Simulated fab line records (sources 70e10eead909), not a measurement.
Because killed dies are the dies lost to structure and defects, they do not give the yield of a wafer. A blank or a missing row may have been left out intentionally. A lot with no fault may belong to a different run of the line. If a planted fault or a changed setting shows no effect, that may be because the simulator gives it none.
Matching of chambers -- flow nand-harc -- 3 sister chambers for NHARC_P_M0_DEP_32 on pecvd-01
The step deposits SiCN, target thk 30 nm. 16 wafers are shown with their chamber, then 8 later ones without.

WAFERS PAIRED WITH THEIR CHAMBERS
wafer,chamber,heater-power-outer-w (W),heater-power-w (W)
L074.2,2,248,516
L074.5,0,297,565
L074.6,1,363,633
L075.3,2,276,542
L075.4,0,277,532
L075.5,2,278,536
L082.2,0,349,635
L082.3,2,310,589
L082.4,1,358,622
L083.1,1,352,641
L083.2,2,247,504
L083.6,1,358,637
L086.2,1,303,567
L086.5,0,287,565
L086.6,1,309,547
L089.3,0,324,589

SIGNATURES, as means of the wafers listed above
reading,chamber 0,chamber 1,chamber 2,scatter within a chamber
heater-power-outer-w,306.80,340.50,271.80,27.5
heater-power-w,577.20,607.83,537.40,37.5
Rule: distance of a wafer from a chamber = root of the sum over the readings of ((wafer's reading minus chamber's mean) / reading's scatter) squared. The wafer belongs to the nearest chamber; if the next one is less than 2 further off, it can't be placed. The scatter is the square root of a quotient: the sum, over the shown wafers, of each reading's squared deviation from its chamber's mean, divided by wafers minus chambers.

WAFERS WITHOUT THEIR CHAMBER
wafer,heater-power-outer-w (W),heater-power-w (W)
L089.4,299,546
L089.6,305,551
L090.2,260,516
L090.4,308,563
L090.5,268,509
L091.2,355,629
L091.3,327,600
L091.5,327,585

THE CHAMBER EACH PASSED THROUGH
wafer,from the rows above,in truth
L089.4,can't be placed: 0 or 2 or 1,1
L089.6,can't be placed: 0 or 2 or 1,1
L090.2,can't be placed: 2 or 0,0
L090.4,can't be placed: 0 or 2 or 1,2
L090.5,can't be placed: 2 or 0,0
L091.2,can't be placed: 1 or 0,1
L091.3,can't be placed: 1 or 0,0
L091.5,can't be placed: 0 or 1 or 2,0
Placed correctly: 0 of 8. Not placeable from these rows: 8 (in 8, the candidates include the true chamber). Placed wrongly: 0.
